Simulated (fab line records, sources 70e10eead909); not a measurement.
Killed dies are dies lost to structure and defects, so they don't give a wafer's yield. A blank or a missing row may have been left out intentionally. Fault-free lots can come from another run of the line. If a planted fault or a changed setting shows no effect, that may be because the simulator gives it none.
fab line records | flow nand_harc
record: lots: 6 | wafers: 18 | last_day: 31
route steps=1302 shown A_CONTACT@1012 END@1302
lots with no fault: from the same line, run without faults
start_h: start of the lot's first displayed wafer, in hours after the record's first day | wait_h: hours elapsed since this lot's preceding step | " identical to the entry in the row above | L1.1+2: a single row standing in for several wafers | - either no value or no given start | * or withheld: withheld | < > ~ a bound
route shown NAME@n: names a module that has steps shown in the file, with the first one's number in the route | usual: mean/standard deviation of fault-free wafers | same: alike in all rows | chamber/n: place in a boat | sites: per-site readings | _std_site: the standard deviation of these | _edge_site: inner sites' mean taken away from outer sites' mean | radius_mm: how far each site lies from the wafer's centre | mask NAME#n: copy n | behind: the last tool/chamber to shape the wafer | hold: reason for holding the lot/hours on hold/outcome of the hold | device: names the non-switching transistor (n, p or np) | end of line: tests run on the same wafers once the route is complete | step lacking rows: just its recipe | killed: dies lost to structure and defects at the first sort, not the wafer's yield | map: a wafer's dies, marking killed ones x, the rest . and places with no die _
set.NAME: the run value of the setting; set.NAME@STEP: its run value at that earlier step | model.NAME: the simulator's own value behind a step, which no gauge read
lots at selected steps of the route; one table per step, one row per wafer
services: when a tool's chamber went out of use (start_h, in hours from the record's first day, below 0 if earlier), for how many hours, and the reason
== steps ==
step: NHARC_A_CONTACT_ETCH_118
recipe: source_w: withheld | pressure_mtorr: 20 | bias_v: 3000 | time_s: 190 | target_depth_a: 18500 | ar_flow_sccm: withheld | c4f8_flow_sccm: withheld | o2_flow_sccm: withheld | chemistry: C4F8/O2/Ar
step: NHARC_A_CONTACT_ETCH_119
recipe: source_w: withheld | pressure_mtorr: 20 | bias_v: 3000 | time_s: 190 | target_depth_a: 18500 | ar_flow_sccm: withheld | c4f8_flow_sccm: withheld | o2_flow_sccm: withheld | chemistry: C4F8/O2/Ar
usual: chamber_pressure_mTorr: 19.998/0.018
lot.wafer | tool            | chamber | start_h | wait_h | chamber_pressure_mTorr | rf_hours_counter_h
L838.1    | har_cap_etch-02 | 1       | 497.63  | 0.1    | 19.995                 | 82
L838.4    | "               | 0       | "       | "      | 20.011                 | -
L838.3    | "               | 1       | "       | "      | 19.977                 | -
L848.2    | har_cap_etch-02 | 1       | 592.53  | 0.1    | 20.012                 | 101
L848.4    | "               | 1       | "       | "      | 20.001                 | -
L848.6    | "               | 0       | "       | "      | 19.988                 | -
L850.2    | har_cap_etch-03 | 0       | 612.02  | 0.2    | 19.997                 | 58
L850.5    | "               | 1       | "       | "      | 19.981                 | -
L850.6    | "               | 0       | "       | "      | 19.991                 | -
L849.1    | har_cap_etch-01 | 1       | 613.21  | 0.1    | 19.968                 | 17
L849.3    | "               | 1       | "       | "      | 20.007                 | -
L849.5    | "               | 0       | "       | "      | 19.980                 | -
L851.1    | har_cap_etch-02 | 0       | 643.10  | 0.1    | 20.014                 | 109
L851.3    | "               | 1       | "       | "      | 20.014                 | -
L851.5    | "               | 1       | "       | "      | 20.035                 | -
L855.2    | har_cap_etch-02 | 0       | 670.58  | 0.1    | 19.979                 | 115
L855.3    | "               | 1       | "       | "      | 19.991                 | -
L855.6    | "               | 0       | "       | "      | 20.003                 | -
step: NHARC_A_CONTACT_ETCH_120
recipe: source_w: withheld | pressure_mtorr: 20 | bias_v: 3000 | time_s: 190 | target_depth_a: 18500 | ar_flow_sccm: withheld | c4f8_flow_sccm: withheld | o2_flow_sccm: withheld | chemistry: C4F8/O2/Ar
usual: chamber_pressure_mTorr: 20.000/0.018
lot.wafer | tool            | chamber | start_h | wait_h | chamber_pressure_mTorr | rf_hours_counter_h
L838.1    | har_cap_etch-02 | 1       | 497.80  | 0.1    | 20.015                 | 82
L838.4    | "               | 0       | "       | "      | 20.021                 | -
L838.3    | "               | 1       | "       | "      | 19.984                 | -
L848.2    | har_cap_etch-02 | 1       | 592.70  | 0.1    | 20.011                 | 102
L848.4    | "               | 1       | "       | "      | 19.977                 | -
L848.6    | "               | 0       | "       | "      | 19.990                 | -
L850.2    | har_cap_etch-03 | 0       | 612.24  | 0.2    | 20.016                 | 58
L850.5    | "               | 1       | "       | "      | 20.023                 | -
L850.6    | "               | 0       | "       | "      | 19.999                 | -
L849.1    | har_cap_etch-01 | 1       | 613.38  | 0.1    | 20.004                 | 18
L849.3    | "               | 1       | "       | "      | 19.992                 | -
L849.5    | "               | 0       | "       | "      | 20.034                 | -
L851.1    | har_cap_etch-02 | 0       | 643.27  | 0.1    | 19.990                 | 110
L851.3    | "               | 1       | "       | "      | 19.995                 | -
L851.5    | "               | 1       | "       | "      | 19.972                 | -
L855.2    | har_cap_etch-02 | 0       | 670.75  | 0.1    | 20.001                 | 115
L855.3    | "               | 1       | "       | "      | 20.026                 | -
L855.6    | "               | 0       | "       | "      | 20.052                 | -
step: NHARC_A_CONTACT_ETCH_121
recipe: source_w: withheld | pressure_mtorr: 20 | bias_v: 3000 | time_s: 190 | target_depth_a: 18500 | ar_flow_sccm: withheld | c4f8_flow_sccm: withheld | o2_flow_sccm: withheld | chemistry: C4F8/O2/Ar
step: NHARC_A_CONTACT_ETCH_122
recipe: source_w: withheld | pressure_mtorr: 20 | bias_v: 3000 | time_s: 190 | target_depth_a: 18500 | ar_flow_sccm: withheld | c4f8_flow_sccm: withheld | o2_flow_sccm: withheld | chemistry: C4F8/O2/Ar
step: NHARC_A_CONTACT_ETCH_123
recipe: source_w: withheld | pressure_mtorr: 20 | bias_v: 400 | time_s: 490 | target_depth_a: 21100 | ar_flow_sccm: withheld | c4f8_flow_sccm: 11.5 | o2_flow_sccm: 7.2 | chemistry: C4F8/O2/Ar
step: NHARC_A_CONTACT_ETCH_90
recipe: target_depth_a: 400 | over_etch_frac: 0.5 | time_s: 85.7 | ion_energy_ev: 120 | ch3f_flow_sccm: 50 | o2_flow_sccm: 30 | ar_flow_sccm: 200 | rf_w: 500 | bias_w: 100 | chemistry: CH3F/O2
usual: chamber_pressure_mTorr: 24.999/0.022 | drypump_motor_current_A: 5.7/0.42 | mfc_ar_sccm: 200.0/0.62 | oes_product_au: 0.96/0.035 | rf_vpp_V: 244.2/1.9 | showerhead_plenum_p_Torr: 2.45/0.12 | throttle_valve_pct: 20.664/0.0095
lot.wafer | tool        | chamber | start_h | wait_h | chamber_pressure_mTorr | drypump_motor_current_A | mfc_ar_sccm | oes_product_au | rf_hours_counter_h | rf_vpp_V | showerhead_plenum_p_Torr | throttle_valve_pct
L838.1    | rie_diel-03 | 2       | 499.25  | 0.8    | 24.966                 | 6.0                     | 200.0       | 0.93           | 4                  | 245.8    | 2.48                     | 20.671
L838.3    | "           | 3       | "       | "      | 24.989                 | 5.7                     | 200.5       | 0.92           | 3                  | 242.6    | 2.28                     | 20.657
L838.4    | "           | 0       | "       | "      | 24.975                 | 6.0                     | 199.3       | 0.93           | 3                  | 242.4    | 2.28                     | 20.665
L848.4    | rie_diel-03 | 3       | 594.18  | 0.6    | 25.007                 | 5.7                     | 200.5       | 0.97           | 17                 | 242.0    | 2.28                     | 20.658
L848.2    | "           | 0       | "       | "      | 24.962                 | 6.0                     | 199.4       | 0.96           | 17                 | 241.7    | 2.27                     | 20.667
L848.6    | "           | 2       | "       | "      | 24.996                 | 6.0                     | 200.0       | 0.96           | -                  | 244.0    | 2.48                     | 20.673
L850.2    | rie_diel-13 | 1       | 614.04  | 0.9    | 25.007                 | 5.3                     | 200.2       | 0.99           | 25                 | 244.8    | 2.47                     | 20.664
L850.5    | "           | 0       | "       | "      | 24.984                 | 5.0                     | 201.0       | 1.00           | -                  | 246.6    | 2.58                     | 20.670
L850.6    | "           | 1       | "       | "      | 25.048                 | 5.3                     | 200.0       | 0.99           | -                  | 243.5    | 2.47                     | 20.668
L849.1    | rie_diel-09 | 2       | 614.86  | 0.8    | 24.982                 | 6.2                     | 199.6       | 0.94           | 37                 | 243.2    | 2.41                     | 20.660
L849.3    | "           | 3       | "       | "      | 25.011                 | 6.0                     | 199.6       | 0.95           | 38                 | 247.6    | 2.64                     | 20.674
L849.5    | "           | 2       | "       | "      | 24.983                 | 6.2                     | 199.9       | 0.94           | -                  | 242.8    | 2.41                     | 20.657
L851.1    | rie_diel-09 | 1       | 644.75  | 0.8    | 25.003                 | 5.8                     | 199.1       | 0.93           | 35                 | 247.9    | 2.62                     | 20.668
L851.3    | "           | 3       | "       | "      | 25.002                 | 6.0                     | 199.5       | 0.94           | 49                 | 248.3    | 2.64                     | 20.661
L851.5    | "           | 1       | "       | "      | 24.986                 | 5.8                     | 199.8       | 0.94           | -                  | 245.9    | 2.62                     | 20.654
L855.3    | rie_diel-09 | 1       | 672.22  | 0.7    | 25.002                 | 5.8                     | 199.9       | 0.94           | 46                 | 246.7    | 2.62                     | 20.661
L855.2    | "           | 2       | "       | "      | 24.966                 | 6.2                     | 199.8       | 0.92           | 56                 | 243.3    | 2.41                     | 20.648
L855.6    | "           | 2       | "       | "      | 24.960                 | 6.2                     | 200.2       | 0.92           | -                  | 244.0    | 2.41                     | 20.675
step: NHARC_A_CONTACT_ETCH_96
recipe: target_depth_a: 200 | over_etch_frac: 0.5 | time_s: 10 | ion_energy_ev: 250 | c4f6_flow_sccm: 25 | o2_flow_sccm: 20 | ar_flow_sccm: 500 | rf_w: 600 | bias_w: 500 | chemistry: C4F6/O2
usual: chamber_pressure_mTorr: 29.999/0.03 | drypump_motor_current_A: 5.8/0.41 | mfc_ar_sccm: 499.9/1.5 | oes_product_au: 0.969/0.025 | rf_vpp_V: 547/3.8 | showerhead_plenum_p_Torr: 3.91/0.18 | throttle_valve_pct: 26.903/0.0093
lot.wafer | tool        | chamber | start_h | wait_h | chamber_pressure_mTorr | drypump_motor_current_A | mfc_ar_sccm | oes_product_au | rf_hours_counter_h | rf_vpp_V | showerhead_plenum_p_Torr | throttle_valve_pct
L838.4    | rie_diel-03 | 3       | -       | -      | 30.004                 | 5.7                     | 497.9       | 0.947          | 3                  | 540      | 3.66                     | 26.920
L838.1    | "           | 1       | "       | "      | 30.006                 | 5.8                     | 499.5       | 0.939          | 4                  | 549      | 3.98                     | 26.908
L838.3    | "           | 2       | "       | "      | 30.045                 | 6.0                     | 499.5       | 0.972          | 4                  | 547      | 3.96                     | 26.897
L848.4    | rie_diel-03 | 2       | -       | -      | 29.963                 | 6.0                     | 502.4       | 0.968          | 18                 | 548      | 3.95                     | 26.907
L848.2    | "           | 1       | "       | "      | 29.983                 | 5.8                     | 498.1       | 0.940          | 19                 | 548      | 3.97                     | 26.906
L848.6    | "           | 3       | "       | "      | 30.014                 | 5.7                     | 499.3       | 0.964          | -                  | 541      | 3.65                     | 26.911
L850.2    | rie_diel-13 | 2       | -       | -      | 30.021                 | 5.1                     | 497.9       | 0.993          | 28                 | 550      | 4.01                     | 26.905
L850.5    | "           | 2       | "       | "      | 30.027                 | 5.1                     | 501.4       | 0.997          | -                  | 548      | 4.01                     | 26.903
L850.6    | "           | 3       | "       | "      | 30.000                 | 6.4                     | 500.7       | 1.002          | -                  | 542      | 3.70                     | 26.900
L849.3    | rie_diel-09 | 0       | 615.00  | 0.1    | 30.022                 | 4.9                     | 500.5       | 0.942          | 34                 | 546      | 3.88                     | 26.897
L849.1    | "           | 2       | "       | "      | 29.988                 | 6.2                     | 502.0       | 0.958          | 37                 | 546      | 3.86                     | 26.898
L849.5    | "           | 2       | "       | "      | 30.032                 | 6.2                     | 502.2       | 0.962          | -                  | 545      | 3.86                     | 26.902
L851.1    | rie_diel-09 | 0       | -       | -      | 30.061                 | 4.9                     | 500.5       | 0.968          | 45                 | 547      | 3.88                     | 26.926
L851.3    | "           | 1       | "       | "      | 30.019                 | 5.8                     | 501.4       | 0.975          | 35                 | 552      | 4.17                     | 26.913
L851.5    | "           | 1       | "       | "      | 29.986                 | 5.8                     | 500.2       | 0.993          | -                  | 552      | 4.17                     | 26.904
L855.2    | rie_diel-09 | 1       | 672.39  | 0.1    | 29.995                 | 5.8                     | 501.2       | 0.965          | 46                 | 552      | 4.16                     | 26.919
L855.3    | "           | 0       | "       | "      | 29.990                 | 4.9                     | 496.3       | 0.949          | 54                 | 545      | 3.87                     | 26.900
L855.6    | "           | 1       | "       | "      | 29.957                 | 5.8                     | 501.2       | 0.962          | -                  | 551      | 4.16                     | 26.917
step: NHARC_A_CONTACT_CD_MEAS_53
usual: cd_nm: 289.4/0.86
lot.wafer | tool      | chamber | start_h | wait_h | cd_nm
L838.1    | cd_sem-01 | -       | 499.47  | -      | 289.0
L838.3    | "         | -       | "       | "      | 289.0
L838.4    | "         | -       | "       | "      | 288.8
L848.2    | cd_sem-02 | -       | 594.38  | -      | 289.4
L848.4    | "         | -       | "       | "      | 289.5
L848.6    | "         | -       | "       | "      | 289.3
L850.2    | cd_sem-01 | -       | 614.31  | -      | 286.9
L850.5    | "         | -       | "       | "      | 287.5
L850.6    | "         | -       | "       | "      | 287.3
L849.1    | cd_sem-02 | -       | 615.09  | -      | 290.4
L849.3    | "         | -       | "       | "      | 289.4
L849.5    | "         | -       | "       | "      | 290.3
L851.1    | cd_sem-01 | -       | 644.98  | -      | 289.1
L851.3    | "         | -       | "       | "      | 288.2
L851.5    | "         | -       | "       | "      | 288.4
L855.2    | cd_sem-03 | -       | 672.49  | -      | 289.3
L855.3    | "         | -       | "       | "      | 289.5
L855.6    | "         | -       | "       | "      | 289.1
step: NHARC_A_CONTACT_STRIP_99
recipe: n2_flow_sccm: 150 | h2_flow_sccm: 150 | ar_flow_sccm: 0 | bias_w: 0 | chemistry: N2/H2
step: NHARC_A_CONTACT_STRIP_100
recipe: cf4_flow_sccm: 100 | chf3_flow_sccm: 30 | ar_flow_sccm: 0 | bias_w: 0 | chemistry: CF4/CHF3
step: NHARC_A_CONTACT_STRIP_101
recipe: o2_flow_sccm: 400 | cos_flow_sccm: 20 | ar_flow_sccm: 0 | bias_w: 0 | chemistry: O2/COS
step: NHARC_A_CONTACT_ETCH_102
recipe: target_depth_a: 1000 | overetch_a: 100 | time_s: 55 | ion_energy_ev: 100 | cf4_flow_sccm: 80 | o2_flow_sccm: 20 | ar_flow_sccm: 0 | rf_w: 300 | bias_w: 100 | chemistry: CF4/O2
usual: chamber_pressure_mTorr: 30.006/0.028 | drypump_motor_current_A: 5.7/0.43 | mfc_ar_sccm: 0.014/0.0097 | oes_ar_750_au: 1.000/0.0043 | oes_product_au: 0.999/0.0095 | rf_vpp_V: 197.7/1.7 | showerhead_plenum_p_Torr: 1.33/0.066 | throttle_valve_pct: 13.397/0.0097
lot.wafer | tool        | chamber | start_h | wait_h | chamber_pressure_mTorr | drypump_motor_current_A | mfc_ar_sccm | oes_ar_750_au | oes_product_au | rf_hours_counter_h | rf_vpp_V | showerhead_plenum_p_Torr | throttle_valve_pct
L838.3    | rie_diel-13 | 1       | 499.89  | 0.2    | 29.986                 | 5.3                     | 0.017       | 1.011         | 0.995          | 49                 | 197.3    | 1.35                     | 13.393
L838.1    | "           | 2       | "       | "      | 30.049                 | 5.1                     | 0.032       | 0.996         | 1.009          | 52                 | 199.0    | 1.38                     | 13.397
L838.4    | "           | 3       | "       | "      | 30.017                 | 6.4                     | 0.015       | 0.994         | 0.993          | 51                 | 196.5    | 1.26                     | 13.394
L848.2    | rie_diel-03 | 3       | 594.67  | 0.1    | 30.037                 | 5.7                     | 0.004       | 0.999         | 1.004          | 17                 | 196.6    | 1.24                     | 13.400
L848.4    | "           | 1       | "       | "      | 30.001                 | 5.8                     | 0.016       | 0.999         | 0.995          | 19                 | 197.9    | 1.35                     | 13.403
L848.6    | "           | 0       | "       | "      | 29.990                 | 6.0                     | 0.002       | 0.997         | 0.949          | -                  | 196.2    | 1.23                     | 13.383
L850.2    | rie_diel-13 | 0       | 614.73  | 0.1    | 29.939                 | 5.1                     | 0.021       | 0.999         | 1.002          | 30                 | 198.2    | 1.40                     | 13.402
L850.5    | "           | 1       | "       | "      | 29.994                 | 5.3                     | 0.017       | 1.004         | 0.992          | -                  | 197.4    | 1.34                     | 13.406
L850.6    | "           | 2       | "       | "      | 30.024                 | 5.1                     | 0.032       | 0.999         | 0.996          | -                  | 199.5    | 1.37                     | 13.377
L849.3    | rie_diel-03 | 1       | 615.44  | 0.1    | 30.045                 | 5.8                     | 0.016       | 0.995         | 0.993          | 24                 | 198.7    | 1.35                     | 13.403
L849.1    | "           | 0       | "       | "      | 29.976                 | 6.0                     | 0.002       | 0.994         | 0.942          | 22                 | 195.0    | 1.23                     | 13.378
L849.5    | "           | 1       | "       | "      | 30.044                 | 5.7                     | 0.016       | 0.997         | 1.001          | -                  | 198.9    | 1.35                     | 13.396
L851.3    | rie_diel-13 | 0       | 645.29  | 0.1    | 29.960                 | 5.1                     | 0.021       | 1.000         | 0.994          | 40                 | 199.0    | 1.40                     | 13.403
L851.1    | "           | 1       | "       | "      | 29.958                 | 5.4                     | 0.017       | 0.995         | 0.980          | 36                 | 196.7    | 1.34                     | 13.406
L851.5    | "           | 2       | "       | "      | 29.985                 | 5.1                     | 0.032       | 1.001         | 0.991          | -                  | 198.8    | 1.36                     | 13.401
L855.3    | rie_diel-03 | 2       | 672.78  | 0.1    | 30.040                 | 6.0                     | 0.021       | 1.009         | 1.003          | 6                  | 200.3    | 1.34                     | 13.389
L855.2    | "           | 0       | "       | "      | 30.011                 | 6.0                     | 0.002       | 0.994         | 0.994          | 6                  | 198.9    | 1.44                     | 13.396
L855.6    | "           | 3       | "       | "      | 30.030                 | 5.7                     | 0.004       | 1.006         | 0.996          | -                  | 195.5    | 1.23                     | 13.418
step: NHARC_A_CONTACT_STRIP_55
recipe: o2_flow_sccm: 500 | ar_flow_sccm: 0 | bias_w: 0 | chemistry: O2
usual: chamber_pressure_mTorr: 60.01/0.055 | drypump_motor_current_A: 5.7/0.42 | mfc_ar_sccm: 0.013/0.0096 | oes_product_au: 0.998/0.011 | rf_vpp_V: 57.8/1 | showerhead_plenum_p_Torr: 3.52/0.17 | throttle_valve_pct: 17.035/0.0092
lot.wafer | tool        | chamber | start_h | wait_h | chamber_pressure_mTorr | drypump_motor_current_A | mfc_ar_sccm | oes_product_au | rf_hours_counter_h | rf_vpp_V | showerhead_plenum_p_Torr | throttle_valve_pct
L838.1    | rie_diel-13 | 0       | -       | -      | 60.06                  | 5.1                     | 0.021       | 0.988          | 52                 | 57.8     | 3.72                     | 17.040
L838.4    | "           | 2       | "       | "      | 60.08                  | 5.1                     | 0.032       | 1.005          | 52                 | 58.2     | 3.63                     | 17.032
L838.3    | "           | 3       | "       | "      | 60.01                  | 6.4                     | 0.015       | 1.000          | 51                 | 57.7     | 3.34                     | 17.052
L848.2    | rie_diel-03 | 2       | -       | -      | 60.02                  | 6.0                     | 0.021       | 0.994          | 18                 | 58.3     | 3.55                     | 17.049
L848.4    | "           | 1       | "       | "      | 59.91                  | 5.8                     | 0.016       | 0.991          | 19                 | 59.0     | 3.57                     | 17.037
L848.6    | "           | 2       | "       | "      | 59.98                  | 6.1                     | 0.021       | 1.001          | -                  | 59.3     | 3.56                     | 17.047
L850.2    | rie_diel-13 | 0       | -       | -      | 60.00                  | 5.1                     | 0.021       | 1.001          | 30                 | 57.4     | 3.70                     | 17.030
L850.5    | "           | 2       | "       | "      | 59.96                  | 5.1                     | 0.032       | 0.999          | -                  | 58.0     | 3.61                     | 17.024
L850.6    | "           | 3       | "       | "      | 60.00                  | 6.4                     | 0.015       | 0.977          | -                  | 58.0     | 3.32                     | 17.038
L849.3    | rie_diel-03 | 2       | -       | -      | 60.07                  | 6.0                     | 0.021       | 1.001          | 23                 | 57.3     | 3.55                     | 17.040
L849.1    | "           | 0       | "       | "      | 59.97                  | 6.0                     | 0.002       | 1.009          | 22                 | 57.7     | 3.27                     | 17.036
L849.5    | "           | 3       | "       | "      | 60.02                  | 5.7                     | 0.004       | 1.005          | -                  | 57.1     | 3.27                     | 17.016
L851.1    | rie_diel-13 | 0       | -       | -      | 60.00                  | 5.1                     | 0.021       | 0.989          | 40                 | 59.8     | 3.69                     | 17.036
L851.3    | "           | 1       | "       | "      | 59.94                  | 5.4                     | 0.017       | 0.983          | 36                 | 58.2     | 3.54                     | 17.038
L851.5    | "           | 0       | "       | "      | 59.92                  | 5.0                     | 0.021       | 0.998          | -                  | 59.3     | 3.69                     | 17.044
L855.2    | rie_diel-03 | 0       | -       | -      | 59.95                  | 6.0                     | 0.002       | 0.993          | 6                  | 56.3     | 3.81                     | 17.044
L855.3    | "           | 2       | "       | "      | 60.08                  | 6.0                     | 0.021       | 1.002          | 6                  | 56.5     | 3.55                     | 17.026
L855.6    | "           | 1       | "       | "      | 60.05                  | 5.8                     | 0.016       | 0.973          | -                  | 58.6     | 3.56                     | 17.041
step: NHARC_END_SORT_01
recipe: temp_c: 25
usual: killed_at_array: 51/18 | killed_at_other: 1.0/1.2 | killed_at_periphery: 3.7/2.9 | killed_dies: 55/19 | killed_open: 3.5/1.9 | killed_short: 2.6/1.6
same: gross_dies: 677
lot.wafer | tool      | chamber | start_h | wait_h | killed_at_array | killed_at_other | killed_at_periphery | killed_dies | killed_open | killed_short
L848.6    | prober-02 | 0       | 664.06  | 4.0    | 459             | 2               | 6                   | 467         | 9           | 1
L849.1    | prober-01 | 0       | 682.91  | 2.5    | 509             | 0               | 4                   | 513         | 1           | 1
killed by level:class
L848.6 A_CONTACT:area_etch=435 A_CONTACT:chamber_film_flake=5 A_CHANNEL_HOLE_D1:chamber_film_flake=4 A_STAIRCASE:chamber_film_flake=4 A_DECK1_JOINT:geometric_particle:open=2 A_CHANNEL_FILL_D2:geometric_particle:open=2 A_SGD_CUT:chamber_film_flake=2 THIN_TSV:chamber_film_flake=2
L849.1 A_CONTACT:area_etch=482 A_CHANNEL_HOLE_D1:chamber_film_flake=11 A_STAIRCASE:chamber_film_flake=4 P_GATE:chamber_film_flake=3 A_CHANNEL_HOLE_D2:chamber_film_flake=3 A_SLIT:chamber_film_flake=2 A_WL_FILL:chamber_film_flake=2 A_CHANNEL_HOLE_D2:geometric_particle:open=1
map L848.6 (x killed, . not)
____________x____________
_________xx..xxx_________
_______x.xx.xx.xxx_______
______xxx....xxxxxx______
_____.x...x.x.x.xxxx_____
____.....x...x.x...xx____
____.xx.xxxx.xxxxxxxx____
___xxxx.xx.x.xxxxxxx.x___
___.xx.xx.x...xxxxxx.x___
__...x....xxxx.xxxxxxx.__
__.x.x.xx...xxxxxxxxxxx__
_.x..xx.xx.xxxxxxxxxxxxx_
_..xx..xxxxxx..x.xxxxxxx_
_..x.xxx.xx.xxxxx.xxxxxx_
_x.....x....x.xxxxxxx.xx_
_x.xxxxx..x.xxxx.xxxxxxx_
..xx...x..xxxx..x.xxxxxxx
x......xxx..x.xx.xx.xxxxx
...x..xxx.xxx.xxxxxxxxxxx
......xx.x.x.xxxxxxxxxxxx
..x...x.xxxx.xxxxx.xxxxxx
_..x..xxxxxxxxxxxx.xxxxx_
_xx...xx.x.xx...x.xxxxxx_
_...x.xxxxxxxx.xxxxxx.xx_
_...xxxxx.x.x.xxxxxx.xxx_
_xxxxxx.xxxxx.xxx.xxxxxx_
__.x..xxxxxxxxxxxx.xxxx__
__.x...xxx..xxxxxxx.x.x__
___x..xx.xx..xxxxxxx.x___
___x.xx....xx.x.xxxxx.___
____..xxxxxxxxxxxxxxx____
____.xx.xx.xx.xxxxx.x____
_____x.x.xxxxxx.xxxx_____
______x...xxxxxxxxx______
_______x.xx..xxxxx_______
_________x.xxxxx_________
____________.____________
map L849.1 (x killed, . not)
____________.____________
_________..x...x_________
_______.........x._______
______.x..x..x....x______
_____....x.xx.x.xx.._____
____....x.xxxxx..xx..____
____..x.xxx.xxxxxx.xx____
___....xx.x.xxxx.xxxxx___
___x..xxxxxxxxxxxx..xx___
__x..xxxxxxxxxxxxxxxxx.__
__.xxxx.xxxxxxxxx.xx.xx__
_....xxxxxxxx.xxxxxxx.x._
_.x.xxxxxxxxxxxxxx.xxx.x_
_....xxxxxxxxxxxxxxx.xx._
_.xx.xxxxxxxxxxxxxxxxxxx_
_xx..xxxxxxxxxxxxxxxxx.._
..xxxxxxxxxxxxxxxxxxx.xx.
xx.xxxxxxxxxxxxxxxxxxxxxx
.xxxxxx.xxxxxxxxxxxxxxxx.
....xxxxxxxxxxxxxxxxx.xx.
.xx.xxxxxxxxxxxxxxxxx.x.x
_xx.xxxxxxxxxxxxxxxxxxxx_
_..xxxxxxxxxxxxxxxx.xxxx_
_..xxxxxxxxxxxxx.xxxx.x._
_..xxxxxxxxxxxxxxxxxxxx._
_..xxxxxxxxxxxxxxx.xxxxx_
__x.x..xxxxxxxxxxxxxxx.__
__..xx.xxxxxxxxxxxxxxx.__
___.x.xxxxxxxxxxxxxxxx___
___..x.xxx.xxxxxxxxxx.___
____...xxxxxxxxxxxxxx____
____.x..x.xxx.xx.....____
_____..x.xxxxxxxx.xx_____
______.xxxxxxxx.xxx______
_______xx..x.x.xx._______
_________.x.xxxx_________
____________.____________
== services ==
tool            | chamber | start_h | hours | kind
har_cap_etch-03 | -       | 476.73  | 4.5   | repair
rie_diel-13     | -       | 478.05  | 0.4   | repair
rie_diel-03     | 0       | 491.89  | -     | clean
rie_diel-03     | 1       | 491.89  | -     | clean
rie_diel-03     | 2       | 491.89  | -     | clean
rie_diel-03     | 3       | 491.89  | -     | clean
har_cap_etch-01 | -       | 497.00  | 17.0  | pm
rie_diel-09     | -       | 497.23  | 9.0   | pm
rie_diel-03     | 0       | 516.39  | -     | clean
rie_diel-03     | 1       | 516.39  | -     | clean
rie_diel-03     | 2       | 516.39  | -     | clean
rie_diel-03     | 3       | 516.39  | -     | clean
rie_diel-13     | -       | 520.51  | 9.0   | pm
rie_diel-13     | 1       | 534.71  | 5.6   | repair
rie_diel-03     | 0       | 540.89  | -     | clean
rie_diel-03     | 1       | 540.89  | -     | clean
rie_diel-03     | 2       | 540.89  | -     | clean
rie_diel-03     | 3       | 540.89  | -     | clean
rie_diel-03     | 0       | 565.39  | -     | clean
rie_diel-03     | 1       | 565.39  | -     | clean
rie_diel-09     | 1       | 614.05  | 21.8  | repair
rie_diel-03     | -       | 635.49  | 9.0   | pm
rie_diel-09     | 2       | 636.53  | 4.5   | repair
rie_diel-09     | 3       | 667.97  | 27.0  | repair
== key ==
first_sign: step: NHARC_A_CONTACT_ETCH_102 | reading: oes_product_au | direction: down | sigmas: 5.7 | usual: 0.999 | struck: 0.945
effect: step: NHARC_END_SORT_01 | reading: killed_at_array | direction: up | sigmas: 24 | usual: 51 | struck: 484
more_kills_born_at: NHARC_A_CONTACT_ETCH_102@rie_diel-03: 917
met_at NHARC_A_CONTACT_ETCH_102
struck_wafers L848.6,L849.1
later_rows_left_out L848.6,L849.1
tester_left_out L848,L849
fault: kind: process_parameter_drift | tool: rie_diel-03 | chamber: 0 | onset_h: 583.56 | steps: NHARC_A_CONTACT_ETCH_102 | channel: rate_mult | offset: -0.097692 | shape: step | end_h: 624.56
tester_left_out: of these lots the tester's yield and bins aren't shown, on N5 and GAA mostly nor the transistor test; their killed dies are dies lost to structure and defects alone, not to doping, threshold or leakage, so they don't give the yield
later_rows_left_out: the simulator's readings of these wafers behind a module that went badly wrong aren't trusted and aren't shown, but for the sort
